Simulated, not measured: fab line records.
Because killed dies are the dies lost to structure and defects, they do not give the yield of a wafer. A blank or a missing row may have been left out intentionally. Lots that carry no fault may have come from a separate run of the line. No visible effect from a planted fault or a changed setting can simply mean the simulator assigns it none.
Which of the tools did it? :: flow n5 finfet :: Sampling: 9 lots, 26 wafers, 6 of 1938 route steps

== WHAT THE GAUGES SHOWED, per wafer ==
N5_STI_FIN_REVEAL_INSPECT_13: inspects for defects (darkfield). Usual: raw defect count at 12, with a standard deviation of 5.4.
lot: L660
measured: day 2 14:34
on: defect inspect-01
raw defect count: 16 10 14
flag: 

lot: L663
measured: day 3 09:19
on: defect inspect-02
raw defect count: 11 11 26
flag: 

lot: L666
measured: day 4 02:58
on: defect inspect-01
raw defect count: 16 14 7
flag: 

lot: L668
measured: day 4 13:03
on: defect inspect-01
raw defect count: 11 521 550
flag: OFF

lot: L670
measured: day 5 01:05
on: defect inspect-02
raw defect count: 514 486 9
flag: OFF

lot: L672
measured: day 5 16:39
on: defect inspect-02
raw defect count: 8 6
flag: 

lot: L681
measured: day 7 19:48
on: defect inspect-02
raw defect count: 13 25 13
flag: 

lot: L682
measured: day 8 00:44
on: defect inspect-02
raw defect count: 12 10 22
flag: 

lot: L683
measured: day 8 06:32
on: defect inspect-01
raw defect count: 10 16 16
flag: 

N5_BEOL_M4_RC_MEAS_101. Usual: DIBL_N 37.2 mV/V, standard deviation 1.9; DIBL_P 37.3 mV/V, standard deviation 2.2; IOFF_N 0.18 nA/um, standard deviation 0.038; IOFF_P 0.22 nA/um, standard deviation 0.039; ION_N 678 uA/um, standard deviation 11; ION_P 462 uA/um, standard deviation 6.9; SS_N 71.8 mV/dec, standard deviation 0.68; SS_P 73.5 mV/dec, standard deviation 0.65; VT_N 249 mV, standard deviation 3.4; VT_P -250 mV, standard deviation 3.2.
lot: L660
measured: day 8 10:58
on: prober-01
DIBL_N (mV/V): 39.7 36.8 35.2
DIBL_P (mV/V): 40.5 36.0 35.4
IOFF_N (nA/um): 0.22 0.15 0.14
IOFF_P (nA/um): 0.25 0.18 0.17
ION_N (uA/um): 690 654 673
ION_P (uA/um): 461 450 455
SS_N (mV/dec): 72.7 71.7 72.3
SS_P (mV/dec): 73.3 73.0 72.4
VT_N (mV): 246 254 251
VT_P (mV): -250 -252 -254
flag: 

lot: L663
measured: day 9 01:17
on: prober-02
DIBL_N (mV/V): 37.6 39.2 36.5
DIBL_P (mV/V): 37.9 37.8 35.9
IOFF_N (nA/um): 0.18 0.22 0.16
IOFF_P (nA/um): 0.26 0.26 0.22
ION_N (uA/um): 673 693 664
ION_P (uA/um): 465 466 460
SS_N (mV/dec): 71.8 72.8 72.1
SS_P (mV/dec): 73.4 73.0 73.3
VT_N (mV): 248 245 251
VT_P (mV): -248 -245 -249
flag: 

lot: L666
measured: day 9 20:22
on: prober-01
DIBL_N (mV/V): 35.6 35.2 36.8
DIBL_P (mV/V): 35.4 34.8 37.2
IOFF_N (nA/um): 0.15 0.15 0.17
IOFF_P (nA/um): 0.22 0.21 0.24
ION_N (uA/um): 672 685 679
ION_P (uA/um): 471 475 474
SS_N (mV/dec): 70.9 71.3 70.8
SS_P (mV/dec): 73.2 72.8 73.7
VT_N (mV): 252 249 248
VT_P (mV): -246 -247 -247
flag: 

lot: L668
measured: day 10 04:07
on: prober-02
DIBL_N (mV/V): 35.2 36.0 37.0
DIBL_P (mV/V): 37.3 38.4 39.5
IOFF_N (nA/um): 0.16 0.18 0.19
IOFF_P (nA/um): 0.18 0.20 0.21
ION_N (uA/um): 677 698 702
ION_P (uA/um): 456 470 470
SS_N (mV/dec): 71.6 71.8 71.8
SS_P (mV/dec): 73.2 73.3 73.8
VT_N (mV): 249 246 246
VT_P (mV): -253 -251 -250
flag: 

lot: L670
measured: day 10 08:14
on: prober-02
DIBL_N (mV/V): 39.2 37.5 38.4
DIBL_P (mV/V): 39.2 37.9 38.4
IOFF_N (nA/um): 0.21 0.18 0.19
IOFF_P (nA/um): 0.23 0.21 0.23
ION_N (uA/um): 699 675 681
ION_P (uA/um): 465 460 456
SS_N (mV/dec): 71.7 71.3 72.1
SS_P (mV/dec): 73.5 73.6 73.5
VT_N (mV): 245 246 246
VT_P (mV): -249 -250 -252
flag: 

lot: L672
measured: day 11 11:19
on: prober-01
DIBL_N (mV/V): 37.4 37.2
DIBL_P (mV/V): 37.8 36.9
IOFF_N (nA/um): 0.18 0.17
IOFF_P (nA/um): 0.20 0.18
ION_N (uA/um): 682 677
ION_P (uA/um): 457 448
SS_N (mV/dec): 72.3 72.1
SS_P (mV/dec): 73.8 73.4
VT_N (mV): 249 251
VT_P (mV): -253 -255
flag: 

lot: L681
measured: day 13 12:39
on: prober-02
DIBL_N (mV/V): 36.7 37.6 36.4
DIBL_P (mV/V): 38.0 39.6 37.7
IOFF_N (nA/um): 0.19 0.22 0.18
IOFF_P (nA/um): 0.22 0.26 0.22
ION_N (uA/um): 684 690 685
ION_P (uA/um): 462 462 462
SS_N (mV/dec): 71.4 72.2 72.3
SS_P (mV/dec): 73.8 73.6 73.1
VT_N (mV): 247 247 248
VT_P (mV): -250 -249 -250
flag: 

lot: L682
measured: day 13 13:22
on: prober-01
DIBL_N (mV/V): 37.2 37.0 35.9
DIBL_P (mV/V): 40.0 39.2 37.1
IOFF_N (nA/um): 0.18 0.17 0.14
IOFF_P (nA/um): 0.22 0.20 0.17
ION_N (uA/um): 668 673 655
ION_P (uA/um): 452 461 445
SS_N (mV/dec): 72.0 72.1 72.4
SS_P (mV/dec): 74.4 73.6 73.8
VT_N (mV): 250 250 254
VT_P (mV): -251 -255 -255
flag: 

lot: L683
measured: day 13 22:26
on: prober-02
DIBL_N (mV/V): 35.6 33.3 37.0
DIBL_P (mV/V): 36.9 32.9 37.7
IOFF_N (nA/um): 0.16 0.11 0.18
IOFF_P (nA/um): 0.19 0.15 0.22
ION_N (uA/um): 669 655 678
ION_P (uA/um): 460 453 459
SS_N (mV/dec): 71.8 71.8 72.6
SS_P (mV/dec): 73.2 73.2 73.6
VT_N (mV): 251 257 248
VT_P (mV): -253 -255 -250
flag: 

== WHICH TOOL RAN EACH LOT (tool, then ch and the chambers of the sampled wafers, then the start) ==
lot: L660
N5_FIN_CUT_CUT_ETCH_28: rie si-06 ch 0,1,3, day 2 05:28
N5_FIN_CUT_STRIP_22: rie diel-06 ch 0,1,3, day 2 05:37
N5_STI_FIN_REVEAL_STRIP_24: rie diel-02 ch 0,1,2, day 2 11:34
N5_STI_FIN_REVEAL_RECESS_09: vapor etch-02 ch 0, day 2 11:47

lot: L663
N5_FIN_CUT_CUT_ETCH_28: rie si-06 ch 0,1,3, day 2 23:52
N5_FIN_CUT_STRIP_22: rie diel-05 ch 1,2,3, day 2 23:56
N5_STI_FIN_REVEAL_STRIP_24: rie diel-03 ch 1,3, day 3 06:19
N5_STI_FIN_REVEAL_RECESS_09: vapor etch-02 ch 0,1, day 3 06:32

lot: L666
N5_FIN_CUT_CUT_ETCH_28: rie si-04 ch 1,2,3, day 3 16:50
N5_FIN_CUT_STRIP_22: rie diel-01 ch 0,1,3, day 3 16:55
N5_STI_FIN_REVEAL_STRIP_24: rie diel-04 ch 1,2, day 3 23:58
N5_STI_FIN_REVEAL_RECESS_09: vapor etch-01 ch 0,1, day 4 00:11

lot: L668
N5_FIN_CUT_CUT_ETCH_28: rie si-06 ch 1,3, day 4 04:02
N5_FIN_CUT_STRIP_22: rie diel-05 ch 0,1,2, day 4 04:06
N5_STI_FIN_REVEAL_STRIP_24: rie diel-03 ch 2,3, day 4 10:03
N5_STI_FIN_REVEAL_RECESS_09: vapor etch-02 ch 0,1, day 4 10:16

lot: L670
N5_FIN_CUT_CUT_ETCH_28: rie si-04 ch 0,3, day 4 15:08
N5_FIN_CUT_STRIP_22: rie diel-01 ch 0,1,3, day 4 15:14
N5_STI_FIN_REVEAL_STRIP_24: rie diel-04 ch 1,3, day 4 22:05
N5_STI_FIN_REVEAL_RECESS_09: vapor etch-02 ch 0,1, day 4 22:19

lot: L672
N5_FIN_CUT_CUT_ETCH_28: rie si-06 ch 0,3, day 5 07:29
N5_FIN_CUT_STRIP_22: rie diel-05 ch 1,2, day 5 07:33
N5_STI_FIN_REVEAL_STRIP_24: rie diel-02 ch 1,2, day 5 13:36
N5_STI_FIN_REVEAL_RECESS_09: vapor etch-01 ch 0,1, day 5 14:50

lot: L681
N5_FIN_CUT_CUT_ETCH_28: rie si-04 ch 1,2,3, day 7 10:47
N5_FIN_CUT_STRIP_22: rie diel-01 ch 1,2, day 7 10:56
N5_STI_FIN_REVEAL_STRIP_24: rie diel-04 ch 0,2, day 7 16:47
N5_STI_FIN_REVEAL_RECESS_09: vapor etch-02 ch 0,1, day 7 17:32

lot: L682
N5_FIN_CUT_CUT_ETCH_28: rie si-01 ch 0,1,3, day 7 15:44
N5_FIN_CUT_STRIP_22: rie diel-06 ch 0,1, day 7 15:48
N5_STI_FIN_REVEAL_STRIP_24: rie diel-02 ch 2,3, day 7 21:44
N5_STI_FIN_REVEAL_RECESS_09: vapor etch-02 ch 0,1, day 7 21:56

lot: L683
N5_FIN_CUT_CUT_ETCH_28: rie si-04 ch 0,1,3, day 7 21:29
N5_FIN_CUT_STRIP_22: rie diel-01 ch 0,1,2, day 7 21:33
N5_STI_FIN_REVEAL_STRIP_24: rie diel-04 ch 0,1,2, day 8 03:30
N5_STI_FIN_REVEAL_RECESS_09: vapor etch-02 ch 0,1, day 8 04:15
- N5_FIN_CUT_CUT_ETCH_28: etches Si in HBr/Cl2/O2, target depth 6 nm, time 2.4 s.
- N5_FIN_CUT_STRIP_22: strips in N2/H2.
- N5_STI_FIN_REVEAL_STRIP_24: strips in N2/H2, time 90 s.
- N5_STI_FIN_REVEAL_RECESS_09: chemistry HF/NH3, target SiO2, afs cycles 11, target depth 42.5 nm, sublimation time 60 s.

== AS READ BY THE TOOLS THEMSELVES (means over the sampled wafers that have a number; for cases with no such wafer, the mark the record gives instead) ==
N5_FIN_CUT_CUT_ETCH_28. Usual: drypump motor current A 5.6 A, standard deviation 0.51; he backside leak sccm 2.76 sccm, standard deviation 0.24; oes product au 1.000 a.u., standard deviation 0.016; throttle valve pct 37.0 %, standard deviation 0.34.
lot: L660
tool: rie si-06
drypump motor current A (A): 5.3
he backside leak sccm (sccm): 2.66
oes product au (a.u.): 0.993
throttle valve pct (%): 37.0
flag: 

lot: L663
tool: rie si-06
drypump motor current A (A): 5.4
he backside leak sccm (sccm): 2.67
oes product au (a.u.): 0.994
throttle valve pct (%): 37.1
flag: 

lot: L666
tool: rie si-04
drypump motor current A (A): 5.4
he backside leak sccm (sccm): 2.71
oes product au (a.u.): 1.015
throttle valve pct (%): 36.9
flag: 

lot: L668
tool: rie si-06
drypump motor current A (A): 5.1
he backside leak sccm (sccm): 2.70
oes product au (a.u.): 0.982
throttle valve pct (%): 37.1
flag: 

lot: L670
tool: rie si-04
drypump motor current A (A): 5.9
he backside leak sccm (sccm): 2.84
oes product au (a.u.): 1.002
throttle valve pct (%): 36.5
flag: 

lot: L672
tool: rie si-06
drypump motor current A (A): 5.6
he backside leak sccm (sccm): 2.68
oes product au (a.u.): 1.001
throttle valve pct (%): 37.0
flag: 

lot: L681
tool: rie si-04
drypump motor current A (A): 5.4
he backside leak sccm (sccm): 2.79
oes product au (a.u.): 1.010
throttle valve pct (%): 36.9
flag: 

lot: L682
tool: rie si-01
drypump motor current A (A): 5.8
he backside leak sccm (sccm): 2.82
oes product au (a.u.): 1.003
throttle valve pct (%): 37.0
flag: 

lot: L683
tool: rie si-04
drypump motor current A (A): 5.4
he backside leak sccm (sccm): 2.73
oes product au (a.u.): 1.010
throttle valve pct (%): 36.7
flag: 

N5_FIN_CUT_STRIP_22. Usual: drypump motor current A 5.8 A, standard deviation 0.5; oes product au 0.78 a.u., standard deviation 0.056; rf vpp V 54.0 V, standard deviation 2.1; showerhead plenum p Torr 3.34 Torr, standard deviation 0.092; throttle valve pct 19.10 %, standard deviation 0.28.
lot: L660
tool: rie diel-06
drypump motor current A (A): 5.8
oes product au (a.u.): 0.79
rf vpp V (V): 55.5
showerhead plenum p Torr (Torr): 3.38
throttle valve pct (%): 18.77
flag: 

lot: L663
tool: rie diel-05
drypump motor current A (A): 5.4
oes product au (a.u.): 0.79
rf vpp V (V): 53.8
showerhead plenum p Torr (Torr): 3.37
throttle valve pct (%): 19.13
flag: 

lot: L666
tool: rie diel-01
drypump motor current A (A): 5.8
oes product au (a.u.): 0.78
rf vpp V (V): 55.6
showerhead plenum p Torr (Torr): 3.32
throttle valve pct (%): 18.95
flag: 

lot: L668
tool: rie diel-05
drypump motor current A (A): 5.8
oes product au (a.u.): 0.78
rf vpp V (V): 53.3
showerhead plenum p Torr (Torr): 3.34
throttle valve pct (%): 19.30
flag: 

lot: L670
tool: rie diel-01
drypump motor current A (A): 5.8
oes product au (a.u.): 0.77
rf vpp V (V): 53.4
showerhead plenum p Torr (Torr): 3.32
throttle valve pct (%): 18.99
flag: 

lot: L672
tool: rie diel-05
drypump motor current A (A): 5.8
oes product au (a.u.): 0.74
rf vpp V (V): 54.2
showerhead plenum p Torr (Torr): 3.38
throttle valve pct (%): 19.32
flag: 

lot: L681
tool: rie diel-01
drypump motor current A (A): 6.3
oes product au (a.u.): 0.78
rf vpp V (V): 54.9
showerhead plenum p Torr (Torr): 3.22
throttle valve pct (%): 19.26
flag: 

lot: L682
tool: rie diel-06
drypump motor current A (A): 5.8
oes product au (a.u.): 0.77
rf vpp V (V): 54.0
showerhead plenum p Torr (Torr): 3.47
throttle valve pct (%): 18.71
flag: 

lot: L683
tool: rie diel-01
drypump motor current A (A): 5.9
oes product au (a.u.): 0.81
rf vpp V (V): 53.3
showerhead plenum p Torr (Torr): 3.29
throttle valve pct (%): 19.19
flag: 

N5_STI_FIN_REVEAL_STRIP_24. Usual: drypump motor current A 6.0 A, standard deviation 0.38; oes product au 0.79 a.u., standard deviation 0.081; rf vpp V 45.2 V, standard deviation 0.86; showerhead plenum p Torr 3.36 Torr, standard deviation 0.099; throttle valve pct 12.18 %, standard deviation 0.24.
lot: L660
tool: rie diel-02
drypump motor current A (A): 6.1
oes product au (a.u.): 0.82
rf vpp V (V): 45.9
showerhead plenum p Torr (Torr): 3.40
throttle valve pct (%): 12.06
flag: 

lot: L663
tool: rie diel-03
drypump motor current A (A): 6.1
oes product au (a.u.): 0.75
rf vpp V (V): 44.7
showerhead plenum p Torr (Torr): 3.27
throttle valve pct (%): 12.35
flag: 

lot: L666
tool: rie diel-04
drypump motor current A (A): 6.2
oes product au (a.u.): 0.84
rf vpp V (V): 45.2
showerhead plenum p Torr (Torr): 3.32
throttle valve pct (%): 11.92
flag: 

lot: L668
tool: rie diel-03
drypump motor current A (A): 5.8
oes product au (a.u.): 0.79
rf vpp V (V): 44.8
showerhead plenum p Torr (Torr): 3.36
throttle valve pct (%): 12.17
flag: 

lot: L670
tool: rie diel-04
drypump motor current A (A): 5.9
oes product au (a.u.): 0.89
rf vpp V (V): 44.9
showerhead plenum p Torr (Torr): 3.35
throttle valve pct (%): 11.85
flag: 

lot: L672
tool: rie diel-02
drypump motor current A (A): 6.0
oes product au (a.u.): 0.72
rf vpp V (V): 46.0
showerhead plenum p Torr (Torr): 3.43
throttle valve pct (%): 12.16
flag: 

lot: L681
tool: rie diel-04
drypump motor current A (A): 5.9
oes product au (a.u.): 0.90
rf vpp V (V): 45.9
showerhead plenum p Torr (Torr): 3.51
throttle valve pct (%): 11.96
flag: 

lot: L682
tool: rie diel-02
drypump motor current A (A): 5.8
oes product au (a.u.): 0.81
rf vpp V (V): 44.4
showerhead plenum p Torr (Torr): 3.49
throttle valve pct (%): 12.17
flag: 

lot: L683
tool: rie diel-04
drypump motor current A (A): 6.1
oes product au (a.u.): 0.84
rf vpp V (V): 45.8
showerhead plenum p Torr (Torr): 3.41
throttle valve pct (%): 12.00
flag: 

N5_STI_FIN_REVEAL_RECESS_09. Usual: drypump motor current A at 5.42 A, with a standard deviation of 0.29.
lot: L660
tool: vapor etch-02
drypump motor current A (A): 5.47
flag: 

lot: L663
tool: vapor etch-02
drypump motor current A (A): 5.18
flag: 

lot: L666
tool: vapor etch-01
drypump motor current A (A): 5.79
flag: 

lot: L668
tool: vapor etch-02
drypump motor current A (A): 5.33
flag: 

lot: L670
tool: vapor etch-02
drypump motor current A (A): 5.34
flag: 

lot: L672
tool: vapor etch-01
drypump motor current A (A): 5.72
flag: 

lot: L681
tool: vapor etch-02
drypump motor current A (A): 5.19
flag: 

lot: L682
tool: vapor etch-02
drypump motor current A (A): 5.34
flag: 

lot: L683
tool: vapor etch-02
drypump motor current A (A): 5.34
flag: 

== THE ANSWER, worked out from the rows above alone ==
Rule: lot off if the mean of its wafers having a number is beyond 3 standard deviations from the usual mean. A lot without any number at a reading at which 4 lots or more have one is off too. The other lots that the step has rows for count as sound. After the gauges, taken in route order, come the tools' own readings; for these a lot's mean is taken, as printed above. The first step at which some lot is off is used, and at that step the reading that is off furthest; a lot without a number counts as furthest.
Off: L668, L670 (N5_STI_FIN_REVEAL_INSPECT_13, raw defect count).
If a tool, at a process step before that reading, ran all the lots that are off and no sound lot after the first of them, it fits. Those tools and the gauges at N5_STI_FIN_REVEAL_INSPECT_13 are tried in the same way. Not one of the candidates tried fits.

== WHAT HAD BEEN PUT IN BY THE SIMULATOR ==
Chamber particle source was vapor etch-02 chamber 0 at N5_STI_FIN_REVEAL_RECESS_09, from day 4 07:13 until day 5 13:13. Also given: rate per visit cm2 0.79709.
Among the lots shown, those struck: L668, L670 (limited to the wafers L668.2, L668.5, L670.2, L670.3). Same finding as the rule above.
